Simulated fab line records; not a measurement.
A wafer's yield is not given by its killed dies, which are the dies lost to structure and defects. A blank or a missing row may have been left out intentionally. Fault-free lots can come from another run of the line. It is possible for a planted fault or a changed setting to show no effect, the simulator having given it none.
Matching of chambers ; flow nand-harc ; rie-diel-01 running NHARC_A_STAIRCASE_TRIM_220: 4 sister chambers
The step chemistry O2, time 211.2 s. 18 wafers are shown with their chamber, then 9 later ones without.

## WAFERS PAIRED WITH THEIR CHAMBERS
wafer;chamber;showerhead-plenum-p-Torr (Torr);drypump-motor-current-A (A);rf-vpp-V (V)
L074.1;0;3.68;5.2;58.1
L074.3;1;3.64;5.7;59.1
L074.6;0;3.68;5.2;59.0
L075.2;2;3.30;6.3;58.1
L075.3;0;3.67;5.2;58.2
L075.5;3;3.66;5.6;56.8
L076.1;1;3.63;5.8;58.5
L076.3;2;3.30;6.3;58.2
L076.5;2;3.30;6.2;57.3
L076.2;3;3.66;5.6;57.4
L076.4;0;3.67;5.2;58.3
L076.6;1;3.63;5.7;58.8
L088.2;3;3.65;5.6;58.4
L088.4;1;3.62;5.7;58.9
L088.5;1;3.62;5.8;57.9
L087.2;2;3.29;6.3;56.6
L087.3;3;3.65;5.7;57.0
L087.5;0;3.66;5.2;59.1

SIGNATURES (means of the wafers above)
reading;chamber 0;chamber 1;chamber 2;chamber 3;scatter within a chamber
showerhead-plenum-p-Torr;3.6720;3.6280;3.2975;3.6550;0.00725
drypump-motor-current-A;5.200;5.740;6.275;5.625;0.0439
rf-vpp-V;58.540;58.640;57.550;57.400;0.596
Rule: distance of a wafer from a chamber = root of the sum over the readings of ((wafer's reading minus chamber's mean) / reading's scatter) squared. If the next closest chamber is less than 2 further off than the closest, the wafer can't be placed; otherwise it belongs to the closest. How the scatter is found: for the shown wafers, subtract from each reading the mean of its chamber, square and add these, divide the total by (wafers less chambers), then take the root.

## WAFERS WITH NO CHAMBER GIVEN
wafer;showerhead-plenum-p-Torr (Torr);drypump-motor-current-A (A);rf-vpp-V (V)
L090.2;3.64;5.6;57.8
L090.5;3.64;5.6;58.8
L090.6;3.29;6.3;57.6
L089.1;3.65;5.2;56.7
L089.3;3.62;5.7;58.0
L089.6;3.62;5.7;58.5
L094.1;3.65;5.2;57.1
L094.2;3.28;6.3;56.7
L094.4;3.64;5.6;58.1

## WHICH CHAMBER EACH WENT THROUGH
wafer;from the rows above;in truth
L090.2;can't be placed: 3 or 1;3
L090.5;can't be placed: 3 or 1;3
L090.6;2;2
L089.1;0;0
L089.3;1;1
L089.6;1;1
L094.1;0;0
L094.2;2;2
L094.4;can't be placed: 3 or 1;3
Correct placement for 6 of the 9. Unplaceable from these rows: 3, with the true chamber sitting among the candidates in 3. 0 placed wrongly.
